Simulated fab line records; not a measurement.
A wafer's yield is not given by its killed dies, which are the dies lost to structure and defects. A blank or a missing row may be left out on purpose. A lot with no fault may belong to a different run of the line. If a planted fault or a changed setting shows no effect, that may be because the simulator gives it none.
Matching of chambers :: flow nandHarc :: rieDiel-02 running NHARC_A_STAIRCASE_ETCHBACK_157: 4 sister chambers
The step etches the open film in CH3F/O2, target depth 90 nm, time 167.14 s. 16 wafers are shown with their chamber, then 8 later ones without.

## WAFERS WITH THEIR CHAMBER
wafer: L077.1
chamber: 1
drypumpMotorCurrentA (A): 6.0
showerheadPlenumPTorr (Torr): 2.54
rfVppV (V): 244.0

wafer: L077.3
chamber: 0
drypumpMotorCurrentA (A): 5.1
showerheadPlenumPTorr (Torr): 2.46
rfVppV (V): 245.2

wafer: L077.4
chamber: 3
drypumpMotorCurrentA (A): 6.2
showerheadPlenumPTorr (Torr): 2.45
rfVppV (V): 245.3

wafer: L084.4
chamber: 1
drypumpMotorCurrentA (A): 6.0
showerheadPlenumPTorr (Torr): 2.53
rfVppV (V): 245.3

wafer: L084.5
chamber: 0
drypumpMotorCurrentA (A): 5.1
showerheadPlenumPTorr (Torr): 2.46
rfVppV (V): 243.9

wafer: L084.6
chamber: 3
drypumpMotorCurrentA (A): 6.2
showerheadPlenumPTorr (Torr): 2.45
rfVppV (V): 242.4

wafer: L082.1
chamber: 2
drypumpMotorCurrentA (A): 5.9
showerheadPlenumPTorr (Torr): 2.35
rfVppV (V): 242.9

wafer: L082.2
chamber: 1
drypumpMotorCurrentA (A): 6.0
showerheadPlenumPTorr (Torr): 2.53
rfVppV (V): 245.6

wafer: L082.5
chamber: 0
drypumpMotorCurrentA (A): 5.1
showerheadPlenumPTorr (Torr): 2.46
rfVppV (V): 243.5

wafer: L086.1
chamber: 0
drypumpMotorCurrentA (A): 5.1
showerheadPlenumPTorr (Torr): 2.45
rfVppV (V): 244.7

wafer: L086.2
chamber: 1
drypumpMotorCurrentA (A): 6.0
showerheadPlenumPTorr (Torr): 2.53
rfVppV (V): 244.8

wafer: L086.6
chamber: 0
drypumpMotorCurrentA (A): 5.0
showerheadPlenumPTorr (Torr): 2.45
rfVppV (V): 245.3

wafer: L085.1
chamber: 0
drypumpMotorCurrentA (A): 5.1
showerheadPlenumPTorr (Torr): 2.45
rfVppV (V): 245.0

wafer: L085.4
chamber: 3
drypumpMotorCurrentA (A): 6.2
showerheadPlenumPTorr (Torr): 2.45
rfVppV (V): 243.4

wafer: L085.6
chamber: 2
drypumpMotorCurrentA (A): 5.9
showerheadPlenumPTorr (Torr): 2.34
rfVppV (V): 240.4

wafer: L092.1
chamber: 0
drypumpMotorCurrentA (A): 5.0
showerheadPlenumPTorr (Torr): 2.45
rfVppV (V): 244.3

SIGNATURES (means of the wafers above)
reading: drypumpMotorCurrentA
chamber 0: 5.071
chamber 1: 6.000
chamber 2: 5.900
chamber 3: 6.200
scatter within a chamber: 0.0345

reading: showerheadPlenumPTorr
chamber 0: 2.4543
chamber 1: 2.5325
chamber 2: 2.3450
chamber 3: 2.4500
scatter within a chamber: 0.00497

reading: rfVppV
chamber 0: 244.557
chamber 1: 244.925
chamber 2: 241.650
chamber 3: 243.700
scatter within a chamber: 0.989
Rule: distance of a wafer from a chamber = root of the sum over the readings of ((wafer's reading minus chamber's mean) / reading's scatter) squared. If the next closest chamber is less than 2 further off than the closest, the wafer can't be placed; otherwise it belongs to the closest. The scatter: take each reading less its chamber's mean, square it, sum over the shown wafers, divide by the number of wafers less the number of chambers, and take the root.

## WAFERS WITH NO CHAMBER GIVEN
wafer: L092.2
drypumpMotorCurrentA (A): 6.0
showerheadPlenumPTorr (Torr): 2.53
rfVppV (V): 245.6

wafer: L092.6
drypumpMotorCurrentA (A): 5.9
showerheadPlenumPTorr (Torr): 2.34
rfVppV (V): 243.2

wafer: L090.1
drypumpMotorCurrentA (A): 5.0
showerheadPlenumPTorr (Torr): 2.45
rfVppV (V): 244.4

wafer: L090.4
drypumpMotorCurrentA (A): 5.9
showerheadPlenumPTorr (Torr): 2.34
rfVppV (V): 244.6

wafer: L090.6
drypumpMotorCurrentA (A): 6.1
showerheadPlenumPTorr (Torr): 2.45
rfVppV (V): 245.1

wafer: L089.1
drypumpMotorCurrentA (A): 6.0
showerheadPlenumPTorr (Torr): 2.53
rfVppV (V): 245.5

wafer: L089.3
drypumpMotorCurrentA (A): 5.9
showerheadPlenumPTorr (Torr): 2.34
rfVppV (V): 243.2

wafer: L089.6
drypumpMotorCurrentA (A): 6.2
showerheadPlenumPTorr (Torr): 2.45
rfVppV (V): 243.7

## WHICH CHAMBER EACH WENT THROUGH
wafer: L092.2
from the rows above: 1
in truth: 1

wafer: L092.6
from the rows above: 2
in truth: 2

wafer: L090.1
from the rows above: 0
in truth: 0

wafer: L090.4
from the rows above: 2
in truth: 2

wafer: L090.6
from the rows above: 3
in truth: 3

wafer: L089.1
from the rows above: 1
in truth: 1

wafer: L089.3
from the rows above: 2
in truth: 2

wafer: L089.6
from the rows above: 3
in truth: 3
8 of 8 placed correctly. Not placeable from these rows: 0. Number placed wrongly: 0.
